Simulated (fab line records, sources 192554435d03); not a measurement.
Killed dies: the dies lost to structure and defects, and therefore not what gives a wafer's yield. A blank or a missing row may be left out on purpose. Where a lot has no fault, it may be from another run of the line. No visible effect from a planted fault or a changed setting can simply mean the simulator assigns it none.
fab line records    flow n5_finfet
record: lots: 6  wafers: 18  last_day: 19
route steps=1938 shown BEOL_M3@942 BEOL_M4@1111
lots that met no fault: taken from a fault-free run of the same line
start_h: hours from the record's opening day to when the first of the lot's shown wafers began    wait_h: hours elapsed since this lot's preceding step    " unchanged from the row above    L1.1+2: a row that stands for several wafers    - no value, or no start given    * or withheld: withheld    < > ~ a bound
route shown NAME@n: names a module that has steps shown in the file, with the first one's number in the route    usual: mean and standard deviation over wafers with no fault    same: alike in all rows    chamber/n: place in a boat    sites: the reading at each site    _std_site: how widely they spread, as a standard deviation    _edge_site: inner sites' mean taken away from outer sites' mean    radius_mm: how far each site lies from the wafer's centre    mask NAME#n: copy n    behind: the tool/chamber that last shaped the wafer    hold: reason for holding the lot/hours on hold/outcome of the hold    device: the transistor (n, p or np) that didn't switch    end of line: at the end of the route, the tests of the same wafers    step lacking rows: just its recipe    killed: not the wafer's yield, but the dies lost to structure and defects at the first sort    map: shows each die of a wafer: x if killed, . if not, _ if none is there
set.NAME: setting as actually run; set.NAME@STEP: the setting as run at that earlier step    model.NAME: the simulator's own value behind a step, which no gauge read
a table for each step, a row for each wafer; lots at some steps of the route
services: from which hour (start_h, from the record's first day; less than 0 if before it) a tool's chamber was out of use, for how many hours, and why
== steps ==
step: N5_BEOL_M3_PEB_09
recipe: peb_temp_c: 100  peb_time_s: 60  resist: CAR-EUV
step: N5_BEOL_M3_DEVELOP_10
recipe: develop_time_s: 30  developer: TMAH  resist: CAR-EUV  rinse_liquid: surfactant_rinse  dry: air_spin  dev_temp_c: 23
step: N5_BEOL_M3_CD_MEAS_11
recipe: target_cd_nm: 17.05  landing_energy_ev: 500  detector: se_inlens  polarity: opening
usual: cd_nm: 17.06/0.23
same: landing_energy_ev: 500
lot.wafer  tool       chamber  start_h  wait_h  cd_nm
L972.2     cd_sem-03  0        187.76   -       17.10
L972.3     "          0        "        "       17.19
L972.6     "          0        "        "       17.19
L983.1     cd_sem-01  0        254.04   -       16.92
L983.2     "          0        "        "       17.11
L983.6     "          0        "        "       17.35
L984.3     cd_sem-01  0        261.88   -       16.62
L984.5     "          0        "        "       16.90
L984.6     "          0        "        "       17.29
L986.1     cd_sem-01  0        278.55   -       17.44
L986.2     "          0        "        "       16.65
L986.5     "          0        "        "       16.69
L985.2     cd_sem-01  0        278.75   -       16.90
L985.4     "          0        "        "       17.06
L985.6     "          0        "        "       17.00
L990.1     cd_sem-02  0        293.06   -       17.33
L990.2     "          0        "        "       17.08
L990.6     "          0        "        "       16.97
step: N5_BEOL_M3_OVL_MEAS_12
recipe: points_per_wafer: 522
usual: M3_OVL: -0.2/0.67
same: points_per_wafer: 522
lot.wafer  tool        chamber  start_h  wait_h  M3_OVL[nm]
L972.2     overlay-02  0        187.80   0.0     0.0
L972.3     "           0        "        "       0.1
L972.6     "           0        "        "       0.4
L983.1     overlay-02  0        254.07   0.0     0.8
L983.2     "           0        "        "       0.0
L983.6     "           0        "        "       -0.4
L984.3     overlay-01  0        261.92   0.0     0.5
L984.5     "           0        "        "       0.8
L984.6     "           0        "        "       0.8
L986.1     overlay-02  0        278.58   0.0     -0.8
L986.2     "           0        "        "       -0.8
L986.5     "           0        "        "       -0.2
L985.2     overlay-02  0        278.78   0.0     0.2
L985.4     "           0        "        "       0.5
L985.6     "           0        "        "       0.8
L990.1     overlay-01  0        293.09   0.0     1.0
L990.2     "           0        "        "       1.0
L990.6     "           0        "        "       0.1
step: N5_BEOL_M3_INSPECT_13
recipe: mode: adi  inspect_instrument: brightfield
usual: raw_defect_count: 441/110
lot.wafer  tool               chamber  start_h  wait_h  raw_defect_count
L972.2     defect_inspect-02  -        187.85   0.0     292
L972.3     "                  -        "        "       391
L972.6     "                  -        "        "       404
L983.1     defect_inspect-02  -        254.13   0.1     628
L983.2     "                  -        "        "       552
L983.6     "                  -        "        "       564
L984.3     defect_inspect-02  -        261.97   0.0     407
L984.5     "                  -        "        "       608
L984.6     "                  -        "        "       645
L986.1     defect_inspect-02  -        278.63   0.1     339
L986.2     "                  -        "        "       258
L986.5     "                  -        "        "       377
L985.2     defect_inspect-01  -        278.84   0.0     382
L985.4     "                  -        "        "       362
L985.6     "                  -        "        "       510
L990.1     defect_inspect-02  -        293.14   0.1     441
L990.2     "                  -        "        "       567
L990.6     "                  -        "        "       632
step: N5_BEOL_M3_DESCUM_16
recipe: chemistry: O2  time_s: 7  source_power_w: 50  bias_power_w: 20  pressure_mtorr: 20  rf_frequency_hz: 2.712e+07  temp_c: 40  resist: CAR-EUV  o2_flow_sccm: 225
usual: drypump_motor_current_A: 5.6/0.57  oes_product_au: 0.80/0.071  rf_vpp_V: 243.2/1.3  showerhead_plenum_p_Torr: 2.10/0.06  throttle_valve_pct: 20.43/0.26
lot.wafer  tool         chamber  start_h  wait_h  drypump_motor_current_A  oes_product_au  rf_hours_counter_h  rf_vpp_V  showerhead_plenum_p_Torr  throttle_valve_pct
L972.2     rie_diel-03  0        187.98   0.1     5.5                      0.91            16                  244.5     2.13                      20.24
L972.3     "            2        "        "       5.1                      0.79            92                  242.6     2.13                      20.50
L972.6     "            3        "        "       4.7                      0.75            -                   241.3     2.02                      20.50
L983.1     rie_diel-06  3        254.16   0.0     6.0                      0.74            169                 241.7     2.10                      20.49
L983.2     "            2        "        "       6.0                      0.74            178                 244.4     2.15                      20.27
L983.6     "            1        "        "       5.2                      0.88            -                   243.0     2.14                      20.51
L984.3     rie_diel-03  1        262.23   0.3     5.0                      0.80            121                 241.9     2.02                      20.75
L984.5     "            1        "        "       5.0                      0.81            -                   242.2     2.02                      20.74
L984.6     "            0        "        "       5.4                      0.89            -                   243.6     2.13                      20.30
L986.1     rie_diel-03  2        278.69   0.1     5.1                      0.76            117                 243.3     2.12                      20.55
L986.2     "            3        "        "       4.7                      0.75            159                 241.6     2.01                      20.55
L986.5     "            1        "        "       5.0                      0.80            -                   240.9     2.02                      20.76
L985.2     rie_diel-01  3        278.90   0.1     6.3                      0.83            69                  242.2     2.04                      20.16
L985.4     "            1        "        "       5.8                      0.69            219                 241.4     1.99                      20.67
L985.6     "            2        "        "       5.8                      0.76            -                   244.0     2.20                      20.58
L990.1     rie_diel-06  1        293.75   0.6     5.2                      0.86            47                  245.2     2.13                      20.55
L990.2     "            2        "        "       6.0                      0.72            191                 242.9     2.15                      20.25
L990.6     "            0        "        "       6.6                      0.86            -                   243.8     2.12                      19.86
step: N5_BEOL_M3_ETCH_74
recipe: chemistry: N2/H2  target: underlayer  target_depth_a: 65  mask_material: CAR-EUV  time_s: 5.2  ion_energy_ev: 200  pressure_mtorr: 30  source_w: 840  bias_w: 150  n2_flow_sccm: 200  h2_flow_sccm: 200  ends: cleared
step: N5_BEOL_M3_ETCH_63
recipe: chemistry: CF4  target: SiARC  target_depth_a: 156  mask_material: CAR-EUV  time_s: 26  ion_energy_ev: 80  pressure_mtorr: 40  source_w: 545  bias_w: 36  Ar_flow_sccm: 100  cf4_flow_sccm: 100  ends: cleared
usual: drypump_motor_current_A: 5.6/0.57  etch_rf_on_time_s: 26.0/0.66  oes_product_au: 0.69/0.064  rf_vpp_V: 184.2/1.1  showerhead_plenum_p_Torr: 2.14/0.062  throttle_valve_pct: 15.57/0.22
lot.wafer  tool         chamber  start_h  wait_h  drypump_motor_current_A  etch_rf_on_time_s  oes_product_au  rf_hours_counter_h  rf_vpp_V  showerhead_plenum_p_Torr  throttle_valve_pct
L972.2     rie_diel-03  0        188.03   0.0     5.5                      26.3               0.79            16                  183.9     2.18                      15.42
L972.3     "            2        "        "       5.1                      25.8               0.69            93                  186.0     2.15                      15.46
L972.6     "            3        "        "       4.7                      26.0               0.66            -                   183.9     2.06                      15.59
L983.1     rie_diel-06  3        254.21   0.0     5.9                      27.0               0.62            169                 184.6     2.14                      15.59
L983.2     "            2        "        "       5.9                      27.0               0.61            178                 184.3     2.23                      15.70
L983.6     "            1        "        "       5.2                      24.7               0.77            -                   185.3     2.19                      15.70
L984.3     rie_diel-03  1        262.28   0.0     5.0                      25.5               0.68            121                 183.8     2.06                      15.84
L984.5     "            1        "        "       5.0                      25.6               0.67            -                   184.3     2.07                      15.82
L984.6     "            0        "        "       5.5                      26.3               0.74            -                   182.9     2.18                      15.48
L986.1     rie_diel-03  2        278.74   0.0     5.0                      25.8               0.66            117                 186.2     2.14                      15.51
L986.2     "            3        "        "       4.7                      25.7               0.65            159                 183.2     2.05                      15.65
L986.5     "            1        "        "       5.0                      25.3               0.68            -                   183.2     2.06                      15.85
L985.2     rie_diel-01  3        278.96   0.0     6.2                      26.0               0.71            69                  183.3     2.08                      15.28
L985.4     "            1        "        "       5.8                      25.6               0.60            219                 182.5     2.05                      15.87
L985.6     "            2        "        "       5.8                      26.6               0.64            -                   186.0     2.23                      15.71
L990.1     rie_diel-06  1        293.80   0.0     5.2                      25.2               0.75            47                  185.1     2.19                      15.72
L990.2     "            2        "        "       6.0                      26.7               0.61            191                 184.3     2.23                      15.73
L990.6     "            0        "        "       6.6                      26.4               0.73            -                   185.0     2.17                      15.14
step: N5_BEOL_M3_ETCH_64
recipe: chemistry: N2/H2  target: SOC  target_depth_a: 750  overetch_a: 150  mask_material: SiARC  temp_c: 40  time_s: 112.5  ion_energy_ev: 200  pressure_mtorr: 30  source_w: 840  bias_w: 150  n2_flow_sccm: 200  h2_flow_sccm: 200
usual: drypump_motor_current_A: 5.6/0.57  h2_flow_sccm: 199.9/0.61  oes_product_au: 0.64/0.055  rf_vpp_V: 523.8/2.2  showerhead_plenum_p_Torr: 2.55/0.076  throttle_valve_pct: 17.81/0.23
lot.wafer  tool         chamber  start_h  wait_h  drypump_motor_current_A  h2_flow_sccm  oes_product_au  rf_hours_counter_h  rf_vpp_V  showerhead_plenum_p_Torr  throttle_valve_pct
L972.2     rie_diel-03  0        188.06   0.0     5.4                      201.1         0.72            16                  525.1     2.61                      17.68
L972.3     "            2        "        "       5.1                      199.3         0.63            93                  525.9     2.58                      17.84
L972.6     "            3        "        "       4.7                      199.7         0.61            -                   521.5     2.45                      17.98
L983.1     rie_diel-06  3        254.24   0.0     5.9                      199.8         0.59            169                 523.0     2.52                      17.70
L983.2     "            2        "        "       6.0                      200.3         0.58            178                 525.5     2.64                      17.84
L983.6     "            1        "        "       5.2                      199.3         0.69            -                   524.7     2.59                      17.97
L984.3     rie_diel-03  1        262.31   0.0     5.0                      199.6         0.62            121                 520.4     2.45                      18.07
L984.5     "            1        "        "       5.0                      199.3         0.62            -                   521.5     2.45                      18.07
L984.6     "            0        "        "       5.5                      199.2         0.70            -                   525.4     2.60                      17.71
L986.1     rie_diel-03  2        278.77   0.0     5.1                      199.8         0.60            117                 525.9     2.57                      17.87
L986.2     "            3        "        "       4.7                      200.5         0.58            159                 519.5     2.44                      18.02
L986.5     "            1        "        "       5.0                      199.3         0.62            -                   522.1     2.45                      18.11
L985.2     rie_diel-01  3        278.98   0.0     6.3                      200.3         0.66            69                  521.5     2.46                      17.38
L985.4     "            1        "        "       5.8                      199.8         0.55            219                 519.2     2.42                      18.05
L985.6     "            2        "        "       5.9                      199.9         0.61            -                   527.7     2.65                      17.79
L990.1     rie_diel-06  1        293.83   0.0     5.2                      200.4         0.69            47                  524.7     2.59                      18.00
L990.2     "            2        "        "       6.0                      199.9         0.58            191                 527.7     2.63                      17.84
L990.6     "            0        "        "       6.6                      200.2         0.69            -                   522.7     2.59                      17.37
step: N5_BEOL_M3_STRIP_65
recipe: chemistry: N2/H2  temp_c: 40  n2_flow_sccm: 200  h2_flow_sccm: 200  rf_frequency_hz: 6e+07
step: N5_BEOL_M3_STRIP_75
recipe: chemistry: N2/H2  temp_c: 40  n2_flow_sccm: 200  h2_flow_sccm: 200  rf_frequency_hz: 6e+07
step: N5_BEOL_M3_STRIP_66
recipe: chemistry: CF4  resist: SiARC  power_w: 300  bias_power_w: 75  pressure_mtorr: 50  cf4_flow_sccm: 150  rf_frequency_hz: 6e+07
usual: drypump_motor_current_A: 5.6/0.57  oes_product_au: 0.79/0.068  rf_vpp_V: 271.2/1.4  showerhead_plenum_p_Torr: 1.79/0.051  throttle_valve_pct: 13.54/0.21
lot.wafer  tool         chamber  start_h  wait_h  drypump_motor_current_A  oes_product_au  rf_hours_counter_h  rf_vpp_V  showerhead_plenum_p_Torr  throttle_valve_pct
L972.2     rie_diel-03  0        188.19   0.0     5.5                      0.91            16                  271.8     1.83                      13.38
L972.3     "            2        "        "       5.1                      0.79            93                  271.6     1.79                      13.41
L972.6     "            3        "        "       4.7                      0.76            -                   268.4     1.72                      13.55
L983.1     rie_diel-06  3        254.57   0.0     6.0                      0.74            169                 271.9     1.80                      13.61
L983.2     "            2        "        "       6.0                      0.72            178                 271.3     1.86                      13.66
L983.6     "            1        "        "       5.1                      0.87            -                   271.0     1.83                      13.60
L984.3     rie_diel-03  1        262.43   0.0     5.0                      0.78            121                 269.9     1.73                      13.81
L984.5     "            1        "        "       5.0                      0.77            -                   270.2     1.73                      13.80
L984.6     "            0        "        "       5.5                      0.87            -                   272.8     1.83                      13.46
L986.1     rie_diel-03  2        278.90   0.0     5.0                      0.77            117                 270.2     1.79                      13.45
L986.2     "            3        "        "       4.7                      0.73            159                 269.8     1.71                      13.61
L986.5     "            1        "        "       5.0                      0.78            -                   270.6     1.73                      13.82
L985.2     rie_diel-01  3        279.11   0.0     6.3                      0.82            69                  271.1     1.75                      13.27
L985.4     "            1        "        "       5.8                      0.69            219                 269.4     1.72                      13.85
L985.6     "            2        "        "       5.9                      0.76            -                   271.9     1.87                      13.68
L990.1     rie_diel-06  1        293.96   0.0     5.2                      0.85            47                  273.4     1.82                      13.62
L990.2     "            2        "        "       6.0                      0.71            191                 272.6     1.86                      13.69
L990.6     "            0        "        "       6.6                      0.85            -                   271.2     1.83                      13.15
step: N5_BEOL_M3_HM_OPEN_17
recipe: chemistry: Cl2/BCl3  target_depth_a: 200  overetch_a: 60  target: TiN  mask_material: SOC  ion_energy_ev: 150  pressure_mtorr: 10  icp_w: 1000  bias_w: 126  Cl2_flow_sccm: 53.25  bcl3_flow_sccm: 21.75  Ar_flow_sccm: 25
usual: bcl3_flow_sccm: 21.75/0.071  bias_w: 126.0/0.38  drypump_motor_current_A: 5.5/0.42  oes_product_au: 0.63/0.081  throttle_valve_pct: 22.26/0.23
lot.wafer  tool          chamber  start_h  wait_h  bcl3_flow_sccm  bias_w  drypump_motor_current_A  oes_product_au  rf_hours_counter_h  throttle_valve_pct  model.SOC_of_BEOL_M3_COAT_61.thk_nm
L972.2     rie_metal-03  1        188.23   0.0     21.66           126.1   5.1                      0.59            87                  22.04               51.8
L972.3     "             0        "        "       21.67           125.7   5.2                      0.59            -                   22.56               51.8
L972.6     "             1        "        "       21.68           126.3   5.1                      0.58            -                   22.01               52
L983.1     rie_metal-03  1        254.61   0.0     -               -       -                        -               -                   -                   60.2
L983.2     "             0        "        "       -               -       -                        -               -                   -                   60.2
L983.6     "             1        "        "       -               -       -                        -               -                   -                   60.2
L984.3     rie_metal-03  0        262.50   0.1     -               -       -                        -               -                   -                   59.8
L984.5     "             1        "        "       -               -       -                        -               -                   -                   59.8
L984.6     "             0        "        "       -               -       -                        -               -                   -                   60.2
L986.1     rie_metal-01  0        278.94   0.0     21.81           125.7   6.1                      0.57            98                  21.93               52.2
L986.2     "             1        "        "       21.79           125.6   5.5                      0.67            47                  22.39               51.8
L986.5     "             1        "        "       21.80           126.4   5.5                      0.67            -                   22.40               52
L985.2     rie_metal-01  1        279.15   0.0     21.67           125.9   5.4                      0.67            47                  22.40               51.8
L985.4     "             1        "        "       21.82           125.6   5.4                      0.67            -                   22.40               52
L985.6     "             0        "        "       21.61           126.1   6.1                      0.57            -                   21.92               52
L990.1     rie_metal-02  0        294.00   0.0     21.75           126.3   5.1                      0.86            0                   22.10               52.6
L990.2     "             1        "        "       21.80           125.9   6.1                      0.69            30                  22.26               52.4
L990.6     "             1        "        "       21.76           125.9   6.1                      0.69            -                   22.26               52.4
step: N5_BEOL_M3_STRIP_19
recipe: chemistry: O2  power_w: 400  temp_c: 40  pressure_mtorr: 30  rf_frequency_hz: 6e+07  bias_power_w: 0  overash_fraction: 0.2  o2_flow_sccm: 225
usual: drypump_motor_current_A: 5.7/0.5  oes_product_au: 0.78/0.071  rf_vpp_V: 3.7/0.48  showerhead_plenum_p_Torr: 2.10/0.065  throttle_valve_pct: 16.70/0.25
lot.wafer  tool         chamber  start_h  wait_h  drypump_motor_current_A  oes_product_au  rf_hours_counter_h  rf_vpp_V  showerhead_plenum_p_Torr  throttle_valve_pct
L972.2     rie_diel-06  2        188.47   0.2     5.9                      0.76            160                 3.6       2.16                      16.55
L972.3     "            1        "        "       5.2                      0.93            12                  3.5       2.15                      16.69
L972.6     "            3        "        "       6.0                      0.76            -                   3.6       2.11                      16.68
L983.1     rie_diel-01  0        254.72   0.1     6.1                      0.70            195                 3.7       2.10                      17.03
L983.2     "            3        "        "       6.2                      0.84            62                  4.6       2.05                      16.40
L983.6     "            0        "        "       6.1                      0.70            -                   3.8       2.10                      17.02
L984.3     rie_diel-06  2        262.59   0.1     6.0                      0.73            181                 4.0       2.16                      16.61
L984.5     "            1        "        "       5.2                      0.89            -                   3.8       2.14                      16.75
L984.6     "            2        "        "       6.0                      0.73            -                   3.6       2.16                      16.60
L986.1     rie_diel-03  1        279.05   0.1     5.0                      0.79            125                 3.7       2.02                      16.93
L986.2     "            3        "        "       4.7                      0.75            159                 3.2       2.02                      16.78
L986.5     "            1        "        "       5.0                      0.79            -                   4.7       2.02                      16.92
L985.2     rie_diel-01  1        279.26   0.1     5.8                      0.69            219                 3.3       2.00                      16.90
L985.4     "            3        "        "       6.2                      0.83            69                  3.4       2.04                      16.40
L985.6     "            3        "        "       6.2                      0.83            -                   4.3       2.04                      16.40
L990.1     rie_diel-06  2        294.19   0.2     6.0                      0.72            191                 3.3       2.15                      16.62
L990.2     "            0        "        "       6.6                      0.85            67                  3.2       2.12                      16.14
L990.6     "            3        "        "       6.0                      0.74            -                   4.5       2.10                      16.71
step: N5_BEOL_M3_CD_MEAS_18
recipe: pitch_nm: 36  target_cd_nm: 18
usual: cd_nm: 17.91/0.3
lot.wafer  tool       chamber  start_h  wait_h  cd_nm
L972.2     cd_sem-03  -        188.54   0.1     18.15
L972.3     "          -        "        "       17.81
L972.6     "          -        "        "       17.88
L983.1     cd_sem-03  -        254.79   0.0     -
L983.2     "          -        "        "       -
L983.6     "          -        "        "       -
L984.3     cd_sem-01  -        262.66   0.1     -
L984.5     "          -        "        "       -
L984.6     "          -        "        "       -
L986.1     cd_sem-01  -        279.12   0.0     17.99
L986.2     "          -        "        "       17.53
L986.5     "          -        "        "       17.59
L985.2     cd_sem-02  -        279.33   0.1     17.64
L985.4     "          -        "        "       17.51
L985.6     "          -        "        "       17.85
L990.1     cd_sem-01  -        294.26   0.0     18.26
L990.2     "          -        "        "       17.68
L990.6     "          -        "        "       17.18
step: N5_BEOL_M3_COAT_67
recipe: resist: SOC  temp_c: 250  time_s: 60  spin_rpm: 1500  resist_thk_nm: 60
step: N5_BEOL_M4_RC_MEAS_101
usual: DIBL_N: 36.6/1.9  DIBL_P: 36.7/2.2  IOFF_N: 0.16/0.035  IOFF_P: 0.22/0.038  ION_N: 672/14  ION_P: 462/8.3  SS_N: 71.6/0.65  SS_P: 73.5/0.72  VT_N: 250/3.5  VT_P: -250/3.1
lot.wafer  tool       chamber  start_h  wait_h  DIBL_N[mV/V]  DIBL_P[mV/V]  IOFF_N[nA/um]  IOFF_P[nA/um]  ION_N[uA/um]  ION_P[uA/um]  SS_N[mV/dec]  SS_P[mV/dec]  VT_N[mV]  VT_P[mV]
L972.2     prober-02  0        223.06   0.2     40.4          41.0          0.23           0.28           669           458           72.8          73.7          247       -247
L972.3     "          0        "        "       31.4          31.7          0.08           0.14           641           456           70.6          72.0          259       -252
L972.6     "          0        "        "       38.7          39.8          0.19           0.27           682           472           72.1          74.0          246       -245
L986.1     prober-02  0        296.96   0.0     35.7          35.6          0.14           0.19           666           459           71.1          73.4          252       -253
L986.2     "          0        "        "       33.6          33.6          0.12           0.18           673           462           71.0          72.5          252       -250
L986.5     "          0        "        "       36.5          37.2          0.16           0.22           676           467           71.4          73.3          250       -251
L985.2     prober-02  0        301.75   0.2     36.4          35.5          0.15           0.19           677           462           71.3          73.3          253       -254
L985.4     "          0        "        "       40.1          40.6          0.25           0.28           683           460           72.1          74.9          243       -248
L985.6     "          0        "        "       38.5          37.8          0.19           0.21           700           470           72.1          74.3          247       -253
L990.1     prober-01  0        327.85   0.0     39.5          41.3          0.23           0.30           693           471           72.2          74.0          245       -245
L990.2     "          0        "        "       34.9          35.8          0.13           0.19           670           464           71.5          73.0          251       -253
L990.6     "          0        "        "       38.2          40.7          0.21           0.30           698           471           71.8          73.9          246       -245
== services ==
tool          chamber  start_h  hours  kind
rie_diel-01   -        164.46   0.3    repair
rie_diel-06   3        170.12   4.2    repair
rie_metal-02  -        175.96   1.2    repair
rie_metal-01  -        188.71   2.8    pm
rie_metal-02  -        206.38   0.5    repair
rie_metal-02  1        218.44   21.5   repair
rie_diel-06   2        224.10   3.8    repair
rie_metal-01  0        246.35   12.9   repair
rie_metal-03  -        255.91   1.1    repair
rie_diel-03   2        257.70   2.6    repair
rie_metal-02  0        263.37   -      clean
rie_metal-02  0        263.37   16.7   scheduled_down
rie_metal-02  0        263.37   16.7   vent_cycle
rie_diel-03   -        281.46   14.6   pm
== key ==
first_sign: step: N5_BEOL_M3_HM_OPEN_17  reading: tool_record  direction: missing
effect: step: N5_BEOL_M3_CD_MEAS_18  reading: cd_nm  direction: missing
model_effect: step: N5_BEOL_M3_HM_OPEN_17  value: SOC_of_BEOL_M3_COAT_61.thk_nm  without: 52.03  struck: 60.07
met_at N5_BEOL_M3_HM_OPEN_17
struck_wafers L983.1,L983.2,L983.6,L984.3,L984.5,L984.6
later_rows_left_out L983.1,L983.2,L983.6,L984.3,L984.5,L984.6
sort_left_out L983.1,L983.2,L983.6,L984.3,L984.5,L984.6
onset_between 188.23 254.61
fault: kind: skipped_step_whole  tool: rie_metal-03  chamber: -  onset_h: 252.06  steps: N5_BEOL_M3_HM_OPEN_17  scope: struck_lots_only
sort_left_out: the simulated sort isn't trusted on such a fault, so these wafers' sort isn't shown, and their yield isn't known
later_rows_left_out: the simulator's readings of these wafers behind a module that went badly wrong aren't trusted and aren't shown, but for the sort
